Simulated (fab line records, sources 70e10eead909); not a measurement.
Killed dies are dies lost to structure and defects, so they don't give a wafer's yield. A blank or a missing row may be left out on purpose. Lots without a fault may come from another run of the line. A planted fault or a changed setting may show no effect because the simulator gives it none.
Which tool did it? | flow nand_harc | 7 lots, 21 wafers sampled, at 3 steps of a route of 1302

WHAT THE GAUGES READ, wafer by wafer
NHARC_A_ONON_D1_THK_MEAS_11: measures by ellipsometry.
lot  | measured     | on            | thk_nm (nm)
L887 | day 9 00:10  | film_metro-01 | 1009 1011 1008
L892 | day 10 21:45 | film_metro-01 | 1444 1445 1446 1443 1445 1444
L899 | day 14 02:24 | film_metro-02 | 999 997 1000
L901 | day 15 05:31 | film_metro-01 | 991 992 991
L904 | day 15 20:58 | film_metro-02 | 989 988 986
L905 | day 16 17:51 | film_metro-01 | 1008 1008 1009
L908 | day 17 09:34 | film_metro-02 | 1010 1009 1010

WHICH TOOL RAN EACH LOT (tool, then ch and the chambers of the sampled wafers, then the start)
lot  | NHARC_A_ZERO_WELL_DESCUM_12        | NHARC_A_ONON_D1_DEP_09
L887 | rie_diel-04 ch 0,1,2, day 7 23:29  | pecvd_onon-03 ch 0, day 8 23:43
L892 | rie_diel-13 ch 1,2,3, day 9 22:09  | pecvd_onon-01 ch 0, day 10 21:18
L899 | rie_diel-13 ch 0,1,3, day 13 02:56 | pecvd_onon-02 ch 0, day 14 01:52
L901 | rie_diel-13 ch 0,1,2, day 14 05:41 | pecvd_onon-01 ch 0, day 15 05:04
L904 | rie_diel-13 ch 1,2,3, day 14 20:43 | pecvd_onon-01 ch 0, day 15 20:31
L905 | rie_diel-13 ch 0,1,3, day 15 18:37 | pecvd_onon-01 ch 0, day 16 17:20
L908 | rie_diel-04 ch 0,3, day 16 08:58   | pecvd_onon-01 ch 0, day 17 09:03
- NHARC_A_ZERO_WELL_DESCUM_12: chemistry O2, time 3 s.
- NHARC_A_ONON_D1_DEP_09: target thk 1000 nm.

THE ANSWER, worked out from the rows above alone
Rule: what is usual is taken from the lots themselves. Put in order of their means at a reading, lots are off if they are a third of the lots or fewer, leave a main group of 4 or more, and stand apart from it by a gap of 3 or more times the standard deviation of the main group's means; of several such gaps the widest counts. A main group whose means are all the same, to the digits that the tables above print for the reading, isn't used. A lot without any number at a reading at which 4 lots or more have one is off too. The other lots that the step has rows for count as sound.
Off: L892, at NHARC_A_ONON_D1_THK_MEAS_11 (thk_nm). The main group: mean 1001 nm, standard deviation 8.9.
A tool fits if, at a process step before that reading, it ran every lot that is off, and no sound lot after the first of them. The gauges at NHARC_A_ONON_D1_THK_MEAS_11 are tried like those tools. None of those tried fits.

WHAT THE SIMULATOR HAD PUT IN
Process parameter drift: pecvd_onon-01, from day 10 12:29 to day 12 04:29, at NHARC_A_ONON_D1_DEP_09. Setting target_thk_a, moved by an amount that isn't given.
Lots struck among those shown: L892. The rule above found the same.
